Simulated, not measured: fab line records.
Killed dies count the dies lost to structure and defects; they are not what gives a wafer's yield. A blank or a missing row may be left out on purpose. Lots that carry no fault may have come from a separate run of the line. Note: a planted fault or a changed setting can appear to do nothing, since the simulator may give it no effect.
Split-lot study || flow n5_finfet || 21 wafers read from 7 lots, route of 1938 steps

THE SPLIT ITSELF
At N5_BEOL_M4_COAT_22 (resist thk 30 nm), the setting spin_rpm was moved away from the recipe's 1500 rpm on 9 of the 21 wafers read, by -9.7% to +8.9%. The other wafers ran this setting at the recipe's value.

FROM THE SPLIT TO THE READING: what the file shows between them, 4 steps
- N5_BEOL_M4_EBR_24
- N5_BEOL_M4_SOFTBAKE_23: time 60 s
- N5_BEOL_M4_EXPOSE_25: exposes mask V3, defocus 5 nm
- N5_BEOL_M4_PEB_26: peb time 60 s

THE READING
CAR-EUV_of_BEOL_M4_COAT_22.thk_nm (the simulator's own value, which no gauge read), in nm, at N5_BEOL_M4_DEVELOP_27 (develop time 30 s). No usual value for it is given in the file. Average 29.6 nm, standard deviation 0.075 nm, over the 12 wafers here run with the recipe.

{"wafer": "L079.1", "tool, chamber at the split": "litho_track-03, 0", "spin_rpm as run, rpm": 1616, "against the recipe": "+7.7%", "CAR-EUV_of_BEOL_M4_COAT_22.thk_nm, nm": 28.4, "against lot-mates on the recipe": -1.0}
{"wafer": "L079.5", "tool, chamber at the split": "litho_track-03, 0", "spin_rpm as run, rpm": 1500, "against the recipe": "recipe", "CAR-EUV_of_BEOL_M4_COAT_22.thk_nm, nm": 29.4, "against lot-mates on the recipe": "-"}
{"wafer": "L079.6", "tool, chamber at the split": "litho_track-03, 0", "spin_rpm as run, rpm": 1616, "against the recipe": "+7.7%", "CAR-EUV_of_BEOL_M4_COAT_22.thk_nm, nm": 28.2, "against lot-mates on the recipe": -1.2}
{"wafer": "L084.4", "tool, chamber at the split": "litho_track-05, 0", "spin_rpm as run, rpm": 1354, "against the recipe": "-9.7%", "CAR-EUV_of_BEOL_M4_COAT_22.thk_nm, nm": 31.2, "against lot-mates on the recipe": "+1.6"}
{"wafer": "L084.6", "tool, chamber at the split": "litho_track-05, 0", "spin_rpm as run, rpm": 1354, "against the recipe": "-9.7%", "CAR-EUV_of_BEOL_M4_COAT_22.thk_nm, nm": 31.2, "against lot-mates on the recipe": "+1.6"}
{"wafer": "L084.5", "tool, chamber at the split": "litho_track-05, 0", "spin_rpm as run, rpm": 1500, "against the recipe": "recipe", "CAR-EUV_of_BEOL_M4_COAT_22.thk_nm, nm": 29.6, "against lot-mates on the recipe": "-"}
{"wafer": "L087.2", "tool, chamber at the split": "litho_track-05, 0", "spin_rpm as run, rpm": 1633, "against the recipe": "+8.9%", "CAR-EUV_of_BEOL_M4_COAT_22.thk_nm, nm": 28.2, "against lot-mates on the recipe": -1.3}
{"wafer": "L087.4", "tool, chamber at the split": "litho_track-05, 0", "spin_rpm as run, rpm": 1500, "against the recipe": "recipe", "CAR-EUV_of_BEOL_M4_COAT_22.thk_nm, nm": 29.4, "against lot-mates on the recipe": "-"}
{"wafer": "L087.5", "tool, chamber at the split": "litho_track-05, 0", "spin_rpm as run, rpm": 1500, "against the recipe": "recipe", "CAR-EUV_of_BEOL_M4_COAT_22.thk_nm, nm": 29.6, "against lot-mates on the recipe": "-"}
{"wafer": "L089.1", "tool, chamber at the split": "litho_track-01, 0", "spin_rpm as run, rpm": 1410, "against the recipe": "-6.0%", "CAR-EUV_of_BEOL_M4_COAT_22.thk_nm, nm": 30.4, "against lot-mates on the recipe": "+0.8"}
{"wafer": "L089.6", "tool, chamber at the split": "litho_track-01, 0", "spin_rpm as run, rpm": 1410, "against the recipe": "-6.0%", "CAR-EUV_of_BEOL_M4_COAT_22.thk_nm, nm": 30.4, "against lot-mates on the recipe": "+0.8"}
{"wafer": "L089.3", "tool, chamber at the split": "litho_track-01, 0", "spin_rpm as run, rpm": 1500, "against the recipe": "recipe", "CAR-EUV_of_BEOL_M4_COAT_22.thk_nm, nm": 29.6, "against lot-mates on the recipe": "-"}
{"wafer": "L091.3", "tool, chamber at the split": "litho_track-01, 0", "spin_rpm as run, rpm": 1500, "against the recipe": "recipe", "CAR-EUV_of_BEOL_M4_COAT_22.thk_nm, nm": 29.6, "against lot-mates on the recipe": "-"}
{"wafer": "L091.4", "tool, chamber at the split": "litho_track-01, 0", "spin_rpm as run, rpm": 1500, "against the recipe": "recipe", "CAR-EUV_of_BEOL_M4_COAT_22.thk_nm, nm": 29.6, "against lot-mates on the recipe": "-"}
{"wafer": "L091.6", "tool, chamber at the split": "litho_track-01, 0", "spin_rpm as run, rpm": 1385, "against the recipe": "-7.7%", "CAR-EUV_of_BEOL_M4_COAT_22.thk_nm, nm": 30.8, "against lot-mates on the recipe": "+1.2"}
{"wafer": "L092.2", "tool, chamber at the split": "litho_track-03, 0", "spin_rpm as run, rpm": 1500, "against the recipe": "recipe", "CAR-EUV_of_BEOL_M4_COAT_22.thk_nm, nm": 29.6, "against lot-mates on the recipe": "-"}
{"wafer": "L092.4", "tool, chamber at the split": "litho_track-03, 0", "spin_rpm as run, rpm": 1500, "against the recipe": "recipe", "CAR-EUV_of_BEOL_M4_COAT_22.thk_nm, nm": 29.6, "against lot-mates on the recipe": "-"}
{"wafer": "L092.6", "tool, chamber at the split": "litho_track-03, 0", "spin_rpm as run, rpm": 1500, "against the recipe": "recipe", "CAR-EUV_of_BEOL_M4_COAT_22.thk_nm, nm": 29.6, "against lot-mates on the recipe": "-"}
{"wafer": "L093.3", "tool, chamber at the split": "litho_track-03, 0", "spin_rpm as run, rpm": 1500, "against the recipe": "recipe", "CAR-EUV_of_BEOL_M4_COAT_22.thk_nm, nm": 29.6, "against lot-mates on the recipe": "-"}
{"wafer": "L093.6", "tool, chamber at the split": "litho_track-03, 0", "spin_rpm as run, rpm": 1500, "against the recipe": "recipe", "CAR-EUV_of_BEOL_M4_COAT_22.thk_nm, nm": 29.6, "against lot-mates on the recipe": "-"}
{"wafer": "L093.5", "tool, chamber at the split": "litho_track-03, 0", "spin_rpm as run, rpm": 1443, "against the recipe": "-3.8%", "CAR-EUV_of_BEOL_M4_COAT_22.thk_nm, nm": 30, "against lot-mates on the recipe": "+0.4"}

FIT RESULTS
A straight line over all 21 wafers: CAR-EUV_of_BEOL_M4_COAT_22.thk_nm changes by -0.159 nm for each +1% of spin_rpm; r = -0.99; the points scatter about the line by 0.092 nm.
The same after taking each lot's own level away (the mean of its wafers on the recipe; 21 wafers): -0.15 nm for each +1%; r = -0.99; scatter 0.085 nm.
Per that fit: largest spin_rpm move, reading shift of 1.5 nm.
The span of the lots' own levels, 29.40 to 29.60 nm, comes to 2.7 times the standard deviation stated above.
Consequently the slope shifts little with the lot-to-lot level, the two slopes agreeing.
Check: with one of the wafers moved furthest among these (-9.7%) left out of the fit, the line predicts +1.43 nm for it against its lot-mates. Against them it came out at +1.6 nm.

FURTHER SPLITS ON THESE WAFERS
Note: prior to the reading, these wafers also went through further splits. Each is held against what the fit with the lots' levels taken away leaves over:
{"other split on the same wafers": "N5_BEOL_M0_TRENCH_ETCH_107 target_depth_a", "wafers away from the commonest value": 5, "r with CAR-EUV_of_BEOL_M4_COAT_22.thk_nm (lot level and that fit taken away)": "+0.25"}
{"other split on the same wafers": "N5_BEOL_M1_ILD_DEP_00 time_s", "wafers away from the commonest value": 6, "r with CAR-EUV_of_BEOL_M4_COAT_22.thk_nm (lot level and that fit taken away)": -0.03}
{"other split on the same wafers": "N5_BEOL_M1_HM_DEP_02 target_thk_a", "wafers away from the commonest value": 12, "r with CAR-EUV_of_BEOL_M4_COAT_22.thk_nm (lot level and that fit taken away)": "+0.26"}
{"other split on the same wafers": "N5_BEOL_M2_COAT_05 spin_rpm", "wafers away from the commonest value": 8, "r with CAR-EUV_of_BEOL_M4_COAT_22.thk_nm (lot level and that fit taken away)": -0.50}
{"other split on the same wafers": "N5_BEOL_M3_ETCH_64 time_s", "wafers away from the commonest value": 6, "r with CAR-EUV_of_BEOL_M4_COAT_22.thk_nm (lot level and that fit taken away)": -0.02}

THE WHOLE CHAIN: every reading that the file lists as answering this split, in the file's order
{"step": "N5_BEOL_M4_COAT_22", "what it does": "resist thk 30 nm", "reading": "CAR-EUV_of_BEOL_M4_COAT_22.thk_nm (the simulator's own value, which no gauge read)", "change (the file's fit)": "-0.16 nm for each +1% of the setting", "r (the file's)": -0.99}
{"step": "N5_BEOL_M4_DEVELOP_27", "what it does": "develop time 30 s", "reading": "CAR-EUV_of_BEOL_M4_COAT_22.thk_nm (the simulator's own value, which no gauge read)", "change (the file's fit)": "-0.149 nm for each +1% of the setting", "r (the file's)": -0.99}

FILE'S OWN FIT
CAR-EUV_of_BEOL_M4_COAT_22.thk_nm changes by -0.149 nm for each +1% of spin_rpm, r = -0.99.
